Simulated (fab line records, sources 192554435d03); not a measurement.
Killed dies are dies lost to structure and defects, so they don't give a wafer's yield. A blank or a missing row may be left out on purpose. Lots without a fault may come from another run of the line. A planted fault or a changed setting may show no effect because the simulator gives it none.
fab line records | flow n5_finfet
record lots=5 wafers=15 last_day=18
route steps=1938 shown BEOL_M10@1521 BEOL_M11@1536
lots that met no fault: from a run of the same line without faults
start_h: hours from the record's first day to the start of the lot's first wafer shown | wait_h: hours since the lot's step before | " the same as in the row above | L1.1+2: a row that stands for several wafers | - no value, or no start given | * or withheld: withheld | < > ~ a bound
route shown NAME@n: a module of which the file shows steps, and the number in the route of the first | usual: mean/standard deviation of fault-free wafers | same: alike in all rows | chamber/n: place in a boat | sites: the reading at each site | _std_site: their standard deviation | _edge_site: outer sites' mean less inner sites' | radius_mm: how far each site lies from the wafer's centre | mask NAME#n: copy n | behind: the tool/chamber that last shaped the wafer | hold: why the lot was held/for how many hours/how that ended | device: the transistor (n, p or np) that didn't switch | end of line: the same wafers' tests at the end of the route | a step without rows: its recipe alone | killed: dies lost to structure and defects at the first sort, not the wafer's yield | map: a wafer's dies, x killed, . not, _ none there
set.NAME: the setting as run; set.NAME@STEP: as run at that earlier step | model.NAME: the simulator's own value behind a step, which no gauge read
lots at some steps of the route; a table a step, a row a wafer
services: from which hour (start_h, from the record's first day; less than 0 if before it) a tool's chamber was out of use, for how many hours, and why
## steps
# step N5_BEOL_M10_CURE_72
# recipe temp_c=370 time_s=120 ambient=DMADMS/He material=SiCOH_lowk
# usual lamp_power_pct=52.31/0.053 wafer_temp_C_max=371.6/0.79
# columns lot.wafer tool chamber start_h wait_h lamp_power_pct wafer_temp_C_max
L074.1 uv_cure-03 1 229.80 0.0 52.36 371.5
L074.2 " 1 " " 52.33 371.5
L074.6 " 1 " " 52.22 371.9
L080.1 uv_cure-03 0 268.04 0.3 52.30 372.1
L080.3 " 0 " " 52.31 372.4
L080.4 " 0 " " 52.37 373.0
L086.1 uv_cure-01 0 299.79 0.0 52.23 371.4
L086.2 " 0 " " 52.32 370.9
L086.6 " 0 " " 52.32 370.9
L087.1 uv_cure-03 2 311.86 0.0 52.26 372.8
L087.3 " 2 " " 52.25 372.4
L087.6 " 2 " " 52.30 372.5
L094.2 uv_cure-02 0 375.89 0.1 52.24 370.9
L094.3 " 0 " " 52.24 371.0
L094.6 " 0 " " 52.25 370.9
# step N5_BEOL_M10_DEGAS_44
# recipe ambient=vacuum temp_c=250 time_s=60
# usual heater_power_w=332/22
# columns lot.wafer tool chamber start_h wait_h heater_power_w
L074.1 pvd_sputter-02 - 232.04 2.2 330
L074.2 " - " " 346
L074.6 " - " " 337
L080.1 pvd_sputter-03 - 268.50 0.4 327
L080.3 " - " " 349
L080.4 " - " " 343
L086.1 pvd_sputter-02 - 300.46 0.6 358
L086.2 " - " " 326
L086.6 " - " " 329
L087.1 pvd_sputter-03 - 312.34 0.4 348
L087.3 " - " " 296
L087.6 " - " " 342
L094.2 pvd_sputter-03 - 376.32 0.4 353
L094.3 " - " " 341
L094.6 " - " " 342
# step N5_BEOL_M10_PRE_CLEAN_45
# recipe gas=H2/He time_s=30 temp_c=250
# usual heater_power_w=333/21
# columns lot.wafer tool chamber start_h wait_h heater_power_w
L074.1 pvd_sputter-02 - 232.08 0.0 338
L074.2 " - " " 349
L074.6 " - " " 337
L080.1 pvd_sputter-03 - 268.54 0.0 349
L080.3 " - " " 351
L080.4 " - " " 339
L086.1 pvd_sputter-02 - 300.50 0.0 362
L086.2 " - " " 336
L086.6 " - " " 334
L087.1 pvd_sputter-03 - 312.38 0.0 345
L087.3 " - " " 295
L087.6 " - " " 342
L094.2 pvd_sputter-03 - 376.36 0.0 352
L094.3 " - " " 340
L094.6 " - " " 344
# step N5_BEOL_M10_ALD_74
# recipe material=TaN target_thk_a=20 temp_c=275 ald_precursor_family=PDMAT ald_co_reactant=NH3 pressure_torr=3 carrier_flow_sccm=1500 pulse_time_s=2 purge_time_s=3 co_reactant_purge_time_s=2 co_reactant_pulse_time_s=3 ald_cycles=40 precursor_vessel_temp_c=75 precursor_vessel_pressure_torr=26.25 precursor_vessel_carrier_sccm=1000
# usual heater_power_w=435/38 precursor_vessel_pressure_torr=26.26/0.051
# same co_reactant_pulse_time_s=3 pulse_time_s=2
# columns lot.wafer tool chamber start_h wait_h heater_power_w precursor_vessel_pressure_torr
L074.1 ald_metal-01 1 232.14 0.0 408 26.32
L074.2 " 2 " " 381 26.29
L074.6 " 2 " " 395 26.24
L080.1 ald_metal-02 2 268.68 0.1 402 26.30
L080.3 " 0 " " 407 26.29
L080.4 " 3 " " 457 26.25
L086.1 ald_metal-02 1 300.79 0.3 413 26.25
L086.2 " 3 " " 438 26.25
L086.6 " 1 " " 410 26.24
L087.1 ald_metal-02 1 312.44 0.0 424 26.30
L087.3 " 0 " " 407 26.09
L087.6 " 3 " " 452 26.18
L094.2 ald_metal-03 0 376.42 0.0 473 26.22
L094.3 " 3 " " 362 26.28
L094.6 " 2 " " 430 26.26
# step N5_BEOL_M10_SURFACE_TREAT_76
# recipe gas=Ar time_s=* ion_energy_ev=* ion_current_ma_cm2=0.5 pressure_mtorr=* ar_flow_sccm=30
# usual throttle_valve_pct=*
# columns lot.wafer tool chamber start_h wait_h throttle_valve_pct
L074.1 pvd_sputter-02 - 232.54 0.3 *
L074.2 " - " " *
L074.6 " - " " *
L080.1 pvd_sputter-03 - 268.98 0.2 *
L080.3 " - " " *
L080.4 " - " " *
L086.1 pvd_sputter-02 - 301.08 0.2 *
L086.2 " - " " *
L086.6 " - " " *
L087.1 pvd_sputter-03 - 312.73 0.2 *
L087.3 " - " " *
L087.6 " - " " *
L094.2 pvd_sputter-01 - 377.96 1.4 *
L094.3 " - " " *
L094.6 " - " " *
# step N5_BEOL_M10_CVD_75
# recipe material=Co target_thk_a=20 temp_c=withheld precursor=CCTBA/H2 pressure_torr=30 time_s=138.9
# columns lot.wafer tool chamber start_h wait_h
L074.1+2+6 cvd_co-01 2,0,2 232.61 0.1
L080.1+3+4 cvd_co-01 0,2,1 269.10 0.1
L086.1+2+6 cvd_co-01 2,0,2 301.18 0.1
L087.1+3+6 cvd_co-02 1,2,2 312.81 0.1
L094.2+3+6 cvd_co-01 2,0,2 378.25 0.3
# step N5_BEOL_M10_SPUTTER_48
# recipe material=Cu target_thk_a=120 temp_c=-20 bias_v=60 power_w=26000 chamber_pressure_pa=0.13 time_s=2
# usual throttle_valve_pct=29.8/0.87
# columns lot.wafer tool chamber start_h wait_h throttle_valve_pct
L074.1 pvd_sputter-02 - 232.76 0.1 30.2
L074.2 " - " " 30.8
L074.6 " - " " 29.8
L080.1 pvd_sputter-02 - 269.23 0.1 28.4
L080.3 " - " " 31.0
L080.4 " - " " 30.1
L086.1 pvd_sputter-01 - 301.34 0.1 30.9
L086.2 " - " " 30.0
L086.6 " - " " 30.3
L087.1 pvd_sputter-02 - 312.97 0.1 28.2
L087.3 " - " " 30.2
L087.6 " - " " 30.1
L094.2 pvd_sputter-03 - 378.56 0.3 29.3
L094.3 " - " " 29.4
L094.6 " - " " 30.9
# step N5_BEOL_M10_ECD_50
# recipe material=Cu target_thk_a=3180
# columns lot.wafer tool chamber start_h wait_h
L074.1+2+6 ecd_cu-01 1,0,1 232.89 0.1
L080.1+3+4 ecd_cu-01 0,1,0 269.45 0.2
L086.1+2+6 ecd_cu-02 1,0,1 301.45 0.1
L087.1+3+6 ecd_cu-01 1,1,0 313.09 0.1
L094.2+3+6 ecd_cu-02 0,1,0 378.67 0.1
# step N5_BEOL_M10_ANNEAL_51
# recipe temp_c=225 time_s=90 ambient=N2
# usual anneal_temp_c=225.00/0.18 wafer_temp_C_max=226.3/0.35
# columns lot.wafer tool chamber start_h wait_h anneal_temp_c wafer_temp_C_max
L074.1 rtp_anneal-02 0 233.00 0.1 225.20 226.2
L074.2 " 0 " " 224.74 226.2
L074.6 " 0 " " 225.20 225.9
L080.1 rtp_anneal-01 0 270.36 0.9 224.79 226.9
L080.3 " 0 " " 224.92 227.0
L080.4 " 0 " " 224.77 226.9
L086.1 rtp_anneal-01 0 302.11 0.6 225.13 226.2
L086.2 " 0 " " 225.23 226.7
L086.6 " 0 " " 225.20 226.0
L087.1 rtp_anneal-01 0 313.20 0.1 224.99 226.6
L087.3 " 0 " " 224.73 226.9
L087.6 " 0 " " 225.17 226.5
L094.2 rtp_anneal-02 0 378.84 0.1 225.07 226.2
L094.3 " 0 " " 225.01 226.7
L094.6 " 0 " " 225.09 226.1
# step N5_BEOL_M10_CMP_52
# recipe stop_on=SiCOH_lowk t_overpolish_s=7 down_force_psi=1 platen_rpm=50 clearing_platen_down_force_psi=1.5 clearing_platen_rpm=50 post_cmp_clean=cu_alkaline target_thk_nm=140 clearing_platen_pad_velocity_m_s=0.99484 pad_velocity_m_s=0.99484
# usual barrier_field_endpoint_s=29.0/0.83 clearing_platen_down_force_psi=1.500/0.0031 motor_current_A=5.7/0.58 overpolish_run_s=7.000/0.0089 platen_rpm=50.00/0.033 time_to_endpoint_s=68/3.5
# same t_overpolish_s=7
# columns lot.wafer tool chamber start_h wait_h barrier_field_endpoint_s clearing_platen_down_force_psi motor_current_A overpolish_run_s platen_rpm time_to_endpoint_s
L074.2 cmp-02 2 233.30 0.2 28.4 1.499 6.3 7.010 50.00 67
L074.1 " 3 " " 28.5 1.501 4.7 6.987 50.00 68
L074.6 " 2 " " 28.6 1.500 5.9 7.001 50.02 67
L080.3 cmp-01 0 270.67 0.2 29.0 1.504 5.2 6.986 50.03 66
L080.4 " 1 " " 31.0 1.496 4.9 6.997 50.02 72
L080.1 " 3 " " 29.2 1.503 6.3 6.995 50.03 67
L086.1 cmp-02 0 302.41 0.3 29.2 1.497 5.3 6.990 50.02 72
L086.2 " 1 " " 29.9 1.501 6.0 7.015 49.96 73
L086.6 " 0 " " 30.4 1.499 5.4 7.004 50.02 73
L087.1 cmp-04 1 313.54 0.3 27.2 1.498 5.8 7.017 49.99 60
L087.3 " 2 " " 28.7 1.500 6.7 6.991 50.00 67
L087.6 " 0 " " 28.7 1.501 5.8 6.988 49.98 67
L094.3 cmp-02 1 379.10 0.2 29.5 1.500 6.5 7.014 50.04 70
L094.2 " 2 " " 28.5 1.498 6.3 7.003 49.99 65
L094.6 " 1 " " 29.5 1.503 6.4 7.014 49.96 68
# step N5_BEOL_M10_THK_MEAS_53
# recipe thk_meas_gauge=xrf reads=Cu_of_BEOL_M10_ECD_50
# usual M10_THK=141/3.8
# columns lot.wafer tool chamber start_h wait_h M10_THK[nm]
L074.1 film_metro-02 - 233.59 - 146
L074.2 " - " " 139
L074.6 " - " " 145
L080.1 film_metro-02 - 270.97 - 139
L080.3 " - " " 137
L080.4 " - " " 138
L086.1 film_metro-02 - 302.70 - 145
L086.2 " - " " 146
L086.6 " - " " 138
L087.1 film_metro-02 - 313.79 - 137
L087.3 " - " " 136
L087.6 " - " " 141
L094.2 film_metro-01 - 379.39 - 147
L094.3 " - " " 142
L094.6 " - " " 149
# step N5_BEOL_M10_PRE_CLEAN_55
# recipe gas=NH3 time_s=15 temp_c=withheld rf_power_w=300
# columns lot.wafer tool chamber start_h wait_h
L074.1+2+6 pecvd-01 1,2,2 233.63 0.0
L080.1+3+4 pecvd-03 0,1,0 271.00 0.0
L086.1+2+6 pecvd-03 1,2,2 302.74 0.0
L087.1+3+6 pecvd-03 1,0,1 313.83 0.0
L094.2+3+6 pecvd-04 1,2,0 379.43 0.0
# step N5_BEOL_M10_DEP_56
# recipe material=SiCN target_thk_a=150 temp_c=withheld precursor=3MS/NH3 pressure_torr=3 rf_w=202 time_s=26.5
# usual showerhead_plenum_p_Torr=3.657/0.0088 throttle_valve_pct=9.4/0.61
# columns lot.wafer tool chamber start_h wait_h showerhead_plenum_p_Torr throttle_valve_pct
L074.1 pecvd-01 1 233.65 0.0 3.662 10.0
L074.2 " 2 " " 3.660 8.6
L074.6 " 2 " " 3.660 8.6
L080.1 pecvd-03 0 271.03 0.0 3.641 9.6
L080.3 " 1 " " 3.658 10.0
L080.4 " 0 " " 3.643 9.4
L086.1 pecvd-03 1 302.76 0.0 3.661 10.3
L086.2 " 2 " " 3.653 8.7
L086.6 " 2 " " 3.666 9.0
L087.1 pecvd-03 1 313.86 0.0 3.666 10.1
L087.3 " 0 " " 3.650 9.5
L087.6 " 1 " " 3.661 10.1
L094.2 pecvd-04 1 379.45 0.0 3.653 8.9
L094.3 " 2 " " 3.661 9.0
L094.6 " 0 " " 3.661 8.3
# step N5_BEOL_M10_RS_MEAS_57
# recipe thk_meas_gauge=four-point-probe reads=Cu_of_BEOL_M10_ECD_50+Co_of_BEOL_M10_CVD_75+TaN_of_BEOL_M10_ALD_74
# usual M10_RS=0.150/0.0043
# columns lot.wafer tool chamber start_h wait_h M10_RS[ohm/sq]
L074.1 film_metro-02 - 233.73 0.1 0.144
L074.2 " - " " 0.152
L074.6 " - " " 0.145
L080.1 film_metro-01 - 271.10 0.1 0.152
L080.3 " - " " 0.153
L080.4 " - " " 0.152
L086.1 film_metro-02 - 302.84 0.1 0.145
L086.2 " - " " 0.143
L086.6 " - " " 0.152
L087.1 film_metro-02 - 313.93 0.1 0.156
L087.3 " - " " 0.156
L087.6 " - " " 0.150
L094.2 film_metro-02 - 379.53 0.1 0.144
L094.3 " - " " 0.149
L094.6 " - " " 0.141
# step N5_BEOL_M10_INSPECT_58
# recipe inspect_instrument=darkfield mode=post_dep
# usual raw_defect_count=77/26
# columns lot.wafer tool chamber start_h wait_h raw_defect_count
L074.1 defect_inspect-02 - 233.75 0.0 93
L074.2 " - " " 124
L074.6 " - " " 43
L080.1 defect_inspect-02 - 271.13 0.0 135
L080.3 " - " " 124
L080.4 " - " " 127
L086.1 defect_inspect-01 - 302.86 0.0 69
L086.2 " - " " 80
L086.6 " - " " 131
L087.1 defect_inspect-02 - 313.95 0.0 121
L087.3 " - " " 130
L087.6 " - " " 133
L094.2 defect_inspect-02 - 379.55 0.0 62
L094.3 " - " " 99
L094.6 " - " " 101
# step N5_BEOL_M11_ILD_DEP_00
# recipe material=SiCOH_lowk target_thk_a=3085.1 temp_c=300 precursor=DEMS/porogen pressure_torr=5 rf_w=500 time_s=58
# usual heater_power_w=320/66 showerhead_plenum_p_Torr=5.734/0.013 throttle_valve_pct=14.0/0.95
# columns lot.wafer tool chamber start_h wait_h heater_power_w showerhead_plenum_p_Torr throttle_valve_pct
L074.1 pecvd-03 0 233.79 0.0 364 5.736 14.6
L074.2 " 1 " " 399 5.728 14.8
L074.6 " 0 " " 391 5.716 14.8
L080.1 pecvd-03 2 271.17 0.0 328 5.748 13.8
L080.3 " 0 " " 330 5.701 14.9
L080.4 " 0 " " 330 5.715 14.5
L086.1 pecvd-02 2 302.90 0.0 396 5.751 12.8
L086.2 " 1 " " 250 5.730 14.1
L086.6 " 2 " " 386 5.740 12.7
L087.1 pecvd-01 2 313.99 0.0 281 5.732 12.9
L087.3 " 0 " " 355 5.736 15.8
L087.6 " 0 " " 352 5.738 15.7
L094.2 pecvd-03 1 379.59 0.0 420 5.740 15.2
L094.3 " 0 " " 390 5.731 14.7
L094.6 " 0 " " 394 5.711 14.5
# step N5_BEOL_M11_CURE_71
# recipe temp_c=385 time_s=240 ambient=He/Ar material=SiCOH_lowk
# usual lamp_power_pct=52.31/0.056 wafer_temp_C_max=386.9/0.93
# columns lot.wafer tool chamber start_h wait_h lamp_power_pct wafer_temp_C_max
L074.1 uv_cure-01 2 233.87 0.0 52.28 385.7
L074.2 " 2 " " 52.37 385.6
L074.6 " 2 " " 52.24 385.7
L080.1 uv_cure-03 2 271.24 0.0 52.32 388.2
L080.3 " 2 " " 52.31 386.8
L080.4 " 2 " " 52.35 387.8
L086.1 uv_cure-01 1 302.98 0.0 52.34 389.0
L086.2 " 1 " " 52.35 387.9
L086.6 " 1 " " 52.27 388.1
L087.1 uv_cure-01 2 314.16 0.1 52.24 385.8
L087.3 " 2 " " 52.29 385.6
L087.6 " 2 " " 52.23 385.7
L094.2 uv_cure-02 0 379.75 0.1 52.26 386.3
L094.3 " 0 " " 52.30 386.3
L094.6 " 0 " " 52.31 385.9
# step N5_BEOL_M11_THK_MEAS_01
# recipe reads=SiCOH_lowk_of_BEOL_M11_ILD_DEP_00
# usual M11_ILD_THK=269/3.3
# columns lot.wafer tool chamber start_h wait_h M11_ILD_THK[nm]
L074.1 film_metro-01 - 234.38 0.4 270
L074.2 " - " " 265
L074.6 " - " " 273
L080.1 film_metro-01 - 271.76 0.4 269
L080.3 " - " " 264
L080.4 " - " " 275
L086.1 film_metro-02 - 303.98 0.8 270
L086.2 " - " " 268
L086.6 " - " " 272
L087.1 film_metro-01 - 314.67 0.4 274
L087.3 " - " " 271
L087.6 " - " " 273
L094.2 film_metro-01 - 380.18 0.4 266
L094.3 " - " " 265
L094.6 " - " " 269
# step N5_BEOL_M11_PECVD_70
# recipe material=SiO2 target_thk_a=200 temp_c=400 precursor=TEOS/O2 pressure_torr=5.5 rf_w=450 teos_flow_sccm=53.8 gas=O2 flow_sccm=3000 time_s=22.7
# usual heater_power_w=751/84 showerhead_plenum_p_Torr=8.75/0.037 throttle_valve_pct=23.4/1.7
# columns lot.wafer tool chamber start_h wait_h heater_power_w showerhead_plenum_p_Torr throttle_valve_pct
L074.1 pecvd-01 2 234.42 0.0 657 8.76 20.9
L074.2 " 1 " " 709 8.77 25.1
L074.6 " 1 " " 723 8.81 25.2
L080.1 pecvd-01 0 271.79 0.0 824 8.69 25.5
L080.3 " 2 " " 690 8.76 21.3
L080.4 " 0 " " 838 8.69 25.6
L086.1 pecvd-03 1 304.02 0.0 806 8.77 24.4
L086.2 " 2 " " 798 8.78 21.8
L086.6 " 1 " " 834 8.76 24.6
L087.1 pecvd-01 1 314.71 0.0 683 8.78 24.8
L087.3 " 0 " " 820 8.71 25.7
L087.6 " 0 " " 811 8.70 25.6
L094.2 pecvd-03 2 380.22 0.0 761 8.75 22.0
L094.3 " 1 " " 801 8.76 24.8
L094.6 " 2 " " 757 8.77 22.1
# step N5_BEOL_M11_HM_DEP_02
# recipe material=TiN target_thk_a=200 temp_c=25 chamber_pressure_pa=0.49996
# usual throttle_valve_pct=29.9/0.9
# columns lot.wafer tool chamber start_h wait_h throttle_valve_pct
L074.1 pvd_sputter-01 - 234.86 0.4 30.2
L074.2 " - " " 30.5
L074.6 " - " " 30.6
L080.1 pvd_sputter-02 - 274.38 2.6 30.2
L080.3 " - " " 30.0
L080.4 " - " " 30.9
L086.1 pvd_sputter-01 - 305.65 1.6 30.1
L086.2 " - " " 31.2
L086.6 " - " " 31.1
L087.1 pvd_sputter-02 - 315.97 1.2 30.1
L087.3 " - " " 31.1
L087.6 " - " " 29.9
L094.2 pvd_sputter-02 - 380.55 0.3 31.0
L094.3 " - " " 30.3
L094.6 " - " " 30.1
# step N5_BEOL_M11_COAT_59
# recipe resist=SOC temp_c=250 time_s=60 spin_rpm=1500 resist_thk_nm=100
# usual exhaust_pa=44.9/0.76
# columns lot.wafer tool chamber start_h wait_h exhaust_pa
L074.1 litho_track-05 0 234.99 0.1 45.9
L074.2 " 0 " " 45.9
L074.6 " 0 " " 46.3
L080.1 litho_track-02 0 274.51 0.1 45.1
L080.3 " 0 " " 44.4
L080.4 " 0 " " 44.2
L086.1 litho_track-03 0 305.78 0.1 44.9
L086.2 " 0 " " 44.0
L086.6 " 0 " " 45.4
L087.1 litho_track-02 0 316.10 0.1 46.0
L087.3 " 0 " " 46.3
L087.6 " 0 " " 45.1
L094.2 litho_track-05 0 380.67 0.1 45.1
L094.3 " 0 " " 45.2
L094.6 " 0 " " 45.5
# step N5_BEOL_M11_COAT_60
# recipe resist=SiARC temp_c=220 time_s=60 spin_rpm=1500 resist_thk_nm=30
# usual exhaust_pa=45.0/0.88
# columns lot.wafer tool chamber start_h wait_h exhaust_pa
L074.1 litho_track-05 0 - - 44.3
L074.2 " 0 " " 45.3
L074.6 " 0 " " 43.1
L080.1 litho_track-02 0 - - 44.9
L080.3 " 0 " " 44.4
L080.4 " 0 " " 44.9
L086.1 litho_track-03 0 - - 45.2
L086.2 " 0 " " 46.3
L086.6 " 0 " " 44.9
L087.1 litho_track-02 0 - - 45.0
L087.3 " 0 " " 44.7
L087.6 " 0 " " 43.8
L094.2 litho_track-05 0 - - 44.1
L094.3 " 0 " " 45.4
L094.6 " 0 " " 44.9
# step N5_BEOL_M11_COAT_05
# recipe resist=CAR-ArF spin_rpm=1500 resist_thk_nm=90
# usual exhaust_pa=45.0/0.92
# columns lot.wafer tool chamber start_h wait_h exhaust_pa
L074.1 litho_track-05 0 - - 43.9
L074.2 " 0 " " 44.8
L074.6 " 0 " " 45.3
L080.1 litho_track-02 0 - - 44.8
L080.3 " 0 " " 45.0
L080.4 " 0 " " 44.5
L086.1 litho_track-03 0 - - 44.3
L086.2 " 0 " " 45.2
L086.6 " 0 " " 45.9
L087.1 litho_track-02 0 - - 44.7
L087.3 " 0 " " 43.0
L087.6 " 0 " " 43.8
L094.2 litho_track-05 0 - - 46.8
L094.3 " 0 " " 45.4
L094.6 " 0 " " 45.7
# step N5_BEOL_M11_EBR_07
# recipe solvent=PGMEA ebr_width_mm=1.5
# usual exhaust_pa=45.1/0.75
# columns lot.wafer tool chamber start_h wait_h exhaust_pa
L074.1 litho_track-05 0 - - 44.8
L074.2 " 0 " " 43.9
L074.6 " 0 " " 45.0
L080.1 litho_track-02 0 - - 45.7
L080.3 " 0 " " 45.8
L080.4 " 0 " " 44.7
L086.1 litho_track-03 0 - - 45.2
L086.2 " 0 " " 44.9
L086.6 " 0 " " 45.6
L087.1 litho_track-02 0 - - 44.9
L087.3 " 0 " " 45.1
L087.6 " 0 " " 43.7
L094.2 litho_track-05 0 - - 44.9
L094.3 " 0 " " 44.4
L094.6 " 0 " " 44.0
# step N5_BEOL_M11_SOFTBAKE_06
# recipe temp_c=110 time_s=60 resist=CAR-ArF
# usual exhaust_pa=45.2/1
# columns lot.wafer tool chamber start_h wait_h exhaust_pa
L074.1 litho_track-05 0 - - 46.6
L074.2 " 0 " " 45.1
L074.6 " 0 " " 45.1
L080.1 litho_track-02 0 - - 43.4
L080.3 " 0 " " 44.7
L080.4 " 0 " " 44.9
L086.1 litho_track-03 0 - - 43.1
L086.2 " 0 " " 43.3
L086.6 " 0 " " 43.8
L087.1 litho_track-02 0 - - 44.1
L087.3 " 0 " " 45.7
L087.6 " 0 " " 45.7
L094.2 litho_track-05 0 - - 44.6
L094.3 " 0 " " 43.8
L094.6 " 0 " " 44.4
# step N5_BEOL_M11_EXPOSE_08
# recipe mask_id=M11 na=1.35 source_shape=dipole sigma_inner=0.411 sigma_outer=0.611 polarization=te dose_mj=53.75
# usual reticle_temp_C=23.02/0.1
# columns lot.wafer tool chamber start_h wait_h mask reticle_temp_C
L074.1 arfi_scanner-03 0 235.23 - M11#0 22.95
L074.2 " 0 " " M11#0 23.05
L074.6 " 0 " " M11#0 23.06
L080.1 arfi_scanner-03 0 274.75 - M11#0 22.86
L080.3 " 0 " " M11#0 23.03
L080.4 " 0 " " M11#0 23.02
L086.1 arfi_scanner-01 0 305.93 - M11#0 23.03
L086.2 " 0 " " M11#0 23.03
L086.6 " 0 " " M11#0 22.82
L087.1 arfi_scanner-02 0 316.34 - M11#0 22.83
L087.3 " 0 " " M11#0 22.87
L087.6 " 0 " " M11#0 22.73
L094.2 arfi_scanner-02 0 380.92 - M11#0 23.09
L094.3 " 0 " " M11#0 23.23
L094.6 " 0 " " M11#0 23.00
# step N5_BEOL_M11_PEB_09
# recipe peb_temp_c=withheld peb_time_s=60 resist=CAR-ArF
# usual exhaust_pa=45.1/0.98
# same peb_time_s=60
# columns lot.wafer tool chamber start_h wait_h exhaust_pa
L074.1 litho_track-02 0 235.29 0.1 44.8
L074.2 " 0 " " 45.4
L074.6 " 0 " " 44.0
L080.1 litho_track-05 0 274.81 0.1 46.1
L080.3 " 0 " " 46.1
L080.4 " 0 " " 45.9
L086.1 litho_track-05 0 305.98 0.1 45.8
L086.2 " 0 " " 45.3
L086.6 " 0 " " 45.4
L087.1 litho_track-05 0 316.40 0.1 45.1
L087.3 " 0 " " 44.8
L087.6 " 0 " " 43.6
L094.2 litho_track-02 0 380.97 0.0 44.4
L094.3 " 0 " " 44.6
L094.6 " 0 " " 44.3
# step N5_BEOL_M11_DEVELOP_10
# recipe develop_time_s=30 developer=TMAH resist=CAR-ArF rinse_liquid=diw dry=air_spin dev_temp_c=23
# usual exhaust_pa=44.9/1
# columns lot.wafer tool chamber start_h wait_h exhaust_pa
L074.1 litho_track-02 0 - - 44.5
L074.2 " 0 " " 43.8
L074.6 " 0 " " 44.0
L080.1 litho_track-05 0 - - 43.3
L080.3 " 0 " " 43.9
L080.4 " 0 " " 43.9
L086.1 litho_track-05 0 - - 44.2
L086.2 " 0 " " 45.5
L086.6 " 0 " " 44.8
L087.1 litho_track-05 0 - - 45.0
L087.3 " 0 " " 44.3
L087.6 " 0 " " 42.1
L094.2 litho_track-02 0 - - 45.5
L094.3 " 0 " " 45.0
L094.6 " 0 " " 45.5
# step N5_BEOL_M11_CD_MEAS_11
# recipe target_cd_nm=64.1 landing_energy_ev=500 detector=se_inlens polarity=opening
# usual cd_nm=64.0/0.81
# columns lot.wafer tool chamber start_h wait_h cd_nm
L074.1 cd_sem-02 0 235.36 - 63.6
L074.2 " 0 " " 63.9
L074.6 " 0 " " 64.6
L080.1 cd_sem-02 0 274.88 - 64.7
L080.3 " 0 " " 64.3
L080.4 " 0 " " 64.8
L086.1 cd_sem-01 0 306.06 - 64.8
L086.2 " 0 " " 63.7
L086.6 " 0 " " 63.6
L087.1 cd_sem-03 0 316.47 - 63.5
L087.3 " 0 " " 65.2
L087.6 " 0 " " 64.4
L094.2 cd_sem-01 0 381.04 - 64.4
L094.3 " 0 " " 65.1
L094.6 " 0 " " 63.6
# step N5_BEOL_M11_OVL_MEAS_12
# recipe points_per_wafer=44
# usual M11_OVL=-0.3/0.81
# columns lot.wafer tool chamber start_h wait_h M11_OVL[nm]
L074.1 overlay-01 0 235.39 0.0 0.3
L074.2 " 0 " " -0.4
L074.6 " 0 " " 0.2
L080.1 overlay-01 0 274.91 0.0 -0.5
L080.3 " 0 " " 0.8
L080.4 " 0 " " 0.3
L086.1 overlay-02 0 306.09 0.0 1.2
L086.2 " 0 " " -0.5
L086.6 " 0 " " 1.8
L087.1 overlay-02 0 316.50 0.0 1.2
L087.3 " 0 " " -0.2
L087.6 " 0 " " -0.4
L094.2 overlay-01 0 381.07 0.0 -0.4
L094.3 " 0 " " -0.5
L094.6 " 0 " " -1.8
# step N5_BEOL_M11_INSPECT_13
# recipe mode=adi inspect_instrument=brightfield
# usual raw_defect_count=412/110
# columns lot.wafer tool chamber start_h wait_h raw_defect_count
L074.1 defect_inspect-02 - 235.41 0.0 416
L074.2 " - " " 662
L074.6 " - " " 370
L080.1 defect_inspect-01 - 274.93 0.0 402
L080.3 " - " " 356
L080.4 " - " " 434
L086.1 defect_inspect-01 - 306.12 0.0 322
L086.2 " - " " 353
L086.6 " - " " 541
L087.1 defect_inspect-02 - 316.52 0.0 556
L087.3 " - " " 547
L087.6 " - " " 394
L094.2 defect_inspect-01 - 381.10 0.0 457
L094.3 " - " " 327
L094.6 " - " " 393
# step N5_BEOL_M11_DESCUM_16
# recipe chemistry=O2 time_s=7.9 source_power_w=50 bias_power_w=20 pressure_mtorr=20 rf_frequency_hz=2.712e+07 temp_c=40 resist=CAR-ArF o2_flow_sccm=225
# usual drypump_motor_current_A=5.6/0.43 oes_product_au=0.78/0.097 rf_vpp_V=243.1/1.3 showerhead_plenum_p_Torr=2.08/0.055 throttle_valve_pct=20.39/0.27
# columns lot.wafer tool chamber start_h wait_h drypump_motor_current_A oes_product_au rf_hours_counter_h rf_vpp_V showerhead_plenum_p_Torr throttle_valve_pct
L074.1 rie_diel-02 1 235.45 0.0 6.5 0.70 212 243.6 2.07 20.42
L074.2 " 0 " " 5.5 0.79 115 242.6 2.02 20.37
L074.6 " 2 " " 5.4 0.72 - 244.9 2.16 20.16
L080.1 rie_diel-04 3 274.97 0.0 5.2 0.68 225 245.5 2.16 20.60
L080.3 " 2 " " 5.6 0.80 107 243.3 2.17 20.24
L080.4 " 0 " " 6.0 0.69 241 244.7 2.15 20.66
L086.1 rie_diel-03 0 306.23 0.1 5.5 0.86 45 242.6 2.03 20.02
L086.2 " 1 " " 4.9 0.86 50 242.1 2.03 20.48
L086.6 " 0 " " 5.5 0.86 - 240.4 2.03 20.02
L087.1 rie_diel-02 3 316.89 0.4 5.1 0.96 15 240.9 2.04 20.10
L087.3 " 1 " " 6.5 0.67 239 242.6 2.06 20.46
L087.6 " 0 " " 5.6 0.76 - 242.6 2.01 20.42
L094.2 rie_diel-03 1 381.13 0.0 4.9 0.84 65 242.5 2.02 20.52
L094.3 " 2 " " 5.6 0.79 135 244.5 2.08 20.11
L094.6 " 3 " " 6.0 0.75 - 242.6 2.07 20.59
## services
# columns tool chamber start_h hours kind
cmp-02 - 209.96 6.6 pm
arfi_scanner-03 - 218.21 0.8 pm
rie_diel-03 2 218.45 2.0 repair
uv_cure-01 - 218.77 0.5 repair
arfi_scanner-03 - 227.27 3.9 pm
pecvd-03 - 227.89 0.2 repair
ecd_cu-02 - 232.38 3.2 repair
arfi_scanner-03 - 233.87 1.0 pm
uv_cure-01 - 237.66 0.7 repair
rtp_anneal-01 - 244.75 3.0 pm
ald_metal-02 - 248.20 1.2 pm
arfi_scanner-02 - 248.90 0.8 pm
pecvd-04 - 253.36 2.4 repair
ecd_cu-01 - 286.31 13.8 repair
cmp-02 - 293.71 4.0 pm
pvd_sputter-01 - 302.54 1.3 repair
cmp-02 - 314.48 2.0 repair
pecvd-03 - 325.45 6.0 pm
uv_cure-03 - 329.53 0.7 repair
pvd_sputter-01 - 331.05 9.3 repair
ecd_cu-01 - 333.17 1.8 repair
uv_cure-03 - 350.43 2.8 pm
cvd_co-01 - 358.70 1.3 repair
uv_cure-01 - 372.44 7.5 pm
## key
fault none
